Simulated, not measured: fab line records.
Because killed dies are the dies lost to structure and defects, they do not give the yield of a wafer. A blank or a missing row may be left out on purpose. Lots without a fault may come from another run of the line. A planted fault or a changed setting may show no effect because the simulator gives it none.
Chamber matching | flow nand harc | NHARC_A_CONTACT_ETCH_102 on rie diel-06 has 4 sister chambers
The step etches the open film in CF4/O2, target depth 100 nm, overetch 10 nm, time 55 s. 18 wafers are shown with their chamber, then 9 later ones without.

EACH WAFER AND ITS CHAMBER
wafer  | chamber | showerhead plenum p Torr (Torr) | drypump motor current A (A) | rf vpp V (V)
L114.1 | 1       | 1.30                            | 4.8                         | 198.4
L114.4 | 0       | 1.27                            | 6.1                         | 197.0
L114.5 | 0       | 1.27                            | 6.2                         | 196.4
L113.1 | 3       | 1.32                            | 5.8                         | 197.2
L113.5 | 2       | 1.28                            | 5.9                         | 196.3
L113.6 | 1       | 1.30                            | 4.8                         | 195.6
L117.1 | 3       | 1.32                            | 5.9                         | 196.8
L117.3 | 1       | 1.30                            | 4.9                         | 198.2
L117.6 | 0       | 1.27                            | 6.1                         | 195.5
L119.3 | 3       | 1.32                            | 5.9                         | 197.8
L119.4 | 1       | 1.30                            | 4.8                         | 195.6
L119.5 | 3       | 1.32                            | 5.9                         | 196.7
L122.1 | 1       | 1.30                            | 4.8                         | 197.4
L122.2 | 0       | 1.27                            | 6.1                         | 196.5
L122.6 | 0       | 1.27                            | 6.1                         | 195.3
L133.3 | 3       | 1.31                            | 5.9                         | 196.4
L133.4 | 2       | 1.28                            | 5.8                         | 198.0
L133.6 | 0       | 1.27                            | 6.1                         | 195.2

SIGNATURES, as means of the wafers listed above
reading                  | chamber 0 | chamber 1 | chamber 2 | chamber 3 | scatter within a chamber
showerhead plenum p Torr | 1.2700    | 1.3000    | 1.2800    | 1.3180    | 0.00239
drypump motor current A  | 6.117     | 4.820     | 5.850     | 5.880     | 0.0458
rf vpp V                 | 195.983   | 197.040   | 197.150   | 196.980   | 0.959
Rule: a wafer's distance from a chamber is the root of the sum, over the readings, of the square of ((its reading less the chamber's mean) divided by the reading's scatter). The wafer belongs to the nearest chamber; if the next one is less than 2 further off, it can't be placed. The scatter: take each reading less its chamber's mean, square it, sum over the shown wafers, divide by the number of wafers less the number of chambers, and take the root.

WAFERS WITH NO CHAMBER GIVEN
wafer  | showerhead plenum p Torr (Torr) | drypump motor current A (A) | rf vpp V (V)
L132.2 | 1.27                            | 6.1                         | 196.8
L132.4 | 1.31                            | 5.9                         | 198.0
L132.5 | 1.27                            | 6.1                         | 196.4
L135.1 | 1.28                            | 5.8                         | 196.9
L135.2 | 1.31                            | 5.9                         | 196.4
L135.5 | 1.27                            | 6.1                         | 196.3
L136.3 | 1.31                            | 5.9                         | 198.1
L136.4 | 1.27                            | 6.1                         | 198.6
L136.5 | 1.26                            | 6.1                         | 197.5

EACH ONE'S CHAMBER
wafer  | from the rows above | in truth
L132.2 | 0                   | 0
L132.4 | 3                   | 3
L132.5 | 0                   | 0
L135.1 | 2                   | 2
L135.2 | 3                   | 3
L135.5 | 0                   | 0
L136.3 | 3                   | 3
L136.4 | 0                   | 0
L136.5 | 0                   | 0
Placed correctly: 9 of 9. Can't be placed from these rows: 0. Number placed wrongly: 0.
